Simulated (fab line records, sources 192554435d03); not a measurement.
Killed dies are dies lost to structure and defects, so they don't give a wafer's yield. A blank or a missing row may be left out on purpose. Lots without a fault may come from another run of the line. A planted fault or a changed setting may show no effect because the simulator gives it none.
Split-lot experiment | flow n5_finfet | 7 lots, 21 wafers read, on a route of 1938 steps

THE SPLIT
At N5_BEOL_M11_ETCH_62 (etches SOC in N2/H2, target depth 110 nm, overetch 22 nm, time 165 s), the setting bias_w was moved away from the recipe's 150 W on 10 of the 21 wafers read, by -14.2% to +15.1%. The other wafers ran this setting at the recipe's value.

The reading is taken at the split's own step.

THE READING
rf_vpp_V, in V, at N5_BEOL_M11_ETCH_62 (etches SOC in N2/H2, target depth 110 nm, overetch 22 nm, time 165 s). Fault-free wafers of this fab line usually give 523.7 V, standard deviation 2.6 V.

wafer  | tool, chamber at the split | bias_w as run, W | against the recipe | rf_vpp_V, V | against lot-mates on the recipe
L077.4 | rie_diel-01, 3             | 150              | recipe             | 523.8       | -
L077.5 | rie_diel-01, 3             | 150              | recipe             | 524.6       | -
L077.6 | rie_diel-01, 0             | 150              | recipe             | 523.4       | -
L084.1 | rie_diel-06, 0             | 150              | recipe             | 519.6       | -
L084.5 | rie_diel-06, 2             | 129.7            | -13.5%             | 476.7       | -42.2
L084.6 | rie_diel-06, 3             | 150              | recipe             | 518.1       | -
L085.1 | rie_diel-01, 2             | 168.4            | +12.3%             | 566.0       | +40.5
L085.3 | rie_diel-01, 1             | 150              | recipe             | 525.5       | -
L085.6 | rie_diel-01, 1             | 168.4            | +12.3%             | 565.1       | +39.6
L087.1 | rie_diel-06, 1             | 128.7            | -14.2%             | 480.0       | no lot-mate on the recipe
L087.3 | rie_diel-06, 2             | 128.7            | -14.2%             | 476.1       | no lot-mate on the recipe
L087.5 | rie_diel-06, 1             | 128.7            | -14.2%             | 479.2       | no lot-mate on the recipe
L091.1 | rie_diel-03, 2             | 150              | recipe             | 525.2       | -
L091.2 | rie_diel-03, 3             | 172.7            | +15.1%             | 570.0       | +44.5
L091.4 | rie_diel-03, 0             | 150              | recipe             | 525.7       | -
L090.1 | rie_diel-03, 2             | 150              | recipe             | 524.9       | -
L090.2 | rie_diel-03, 1             | 150              | recipe             | 519.4       | -
L090.3 | rie_diel-03, 3             | 165              | +10.0%             | 553.4       | +31.2
L093.2 | rie_diel-01, 0             | 150              | recipe             | 524.3       | -
L093.3 | rie_diel-01, 1             | 161.8            | +7.9%              | 550.1       | +25.8
L093.4 | rie_diel-01, 3             | 161.8            | +7.9%              | 549.3       | +25.0

THE FIT
A straight line over all 21 wafers: rf_vpp_V changes by +3.24 V for each +1% of bias_w; r = +1.00; the points scatter about the line by 2.5 V.
The same after taking each lot's own level away (the mean of its wafers on the recipe; 18 wafers): +3.13 V for each +1%; r = +1.00; scatter 1.4 V.
On that fit, the largest move of bias_w shifts the reading by 47 V.
The lots' own levels span 518.85 to 525.50 V, that is 2.6 times the standard deviation above.
So the lot-to-lot level changes the slope little: the two slopes agree.
Check: with one of the wafers moved furthest among these (+15.1%) left out of the fit, the line predicts +48.5 V for it against its lot-mates. It came out at +44.5 V against them.
Tool readings at the split's step, against how far the setting was moved: rf_vpp_V r = +1.00.

OTHER SPLITS ON THESE WAFERS
These wafers also went through other splits before the reading. Each is held against what the fit with the lots' levels taken away leaves over:
other split on the same wafers    | wafers away from the commonest value | r with rf_vpp_V (lot level and that fit taken away)
N5_BEOL_M7_DESCUM_33 time_s       | 11                                   | +0.03
N5_BEOL_M8_ETCH_65 source_w       | 6                                    | -0.02
N5_BEOL_M9_ILD_DEP_00 time_s      | 6                                    | -0.19
N5_BEOL_M9_EXPOSE_08 dose_mj      | 9                                    | +0.26
N5_BEOL_M10_VIA_ETCH_34 time_s    | 6                                    | -0.07
N5_BEOL_M10_TRENCH_ETCH_37 bias_w | 9                                    | +0.14
N5_BEOL_M11_COAT_05 spin_rpm      | 7                                    | +0.02

THE WHOLE CHAIN: every reading that the file lists as answering this split, in the file's order
step                | what it does                                                         | reading                                                                           | change (the file's fit)                | r (the file's)
N5_BEOL_M11_ETCH_62 | etches SOC in N2/H2, target depth 110 nm, overetch 22 nm, time 165 s | rf_vpp_V                                                                          | +3.1 V for each +1% of the setting     | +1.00
N5_BEOL_M11_ETCH_62 | etches SOC in N2/H2, target depth 110 nm, overetch 22 nm, time 165 s | SiARC_of_BEOL_M11_COAT_60.thk_nm (the simulator's own value, which no gauge read) | -0.0773 nm for each +1% of the setting | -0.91

THE FILE'S OWN FIT
rf_vpp_V changes by +3.1 V for each +1% of bias_w, r = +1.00.
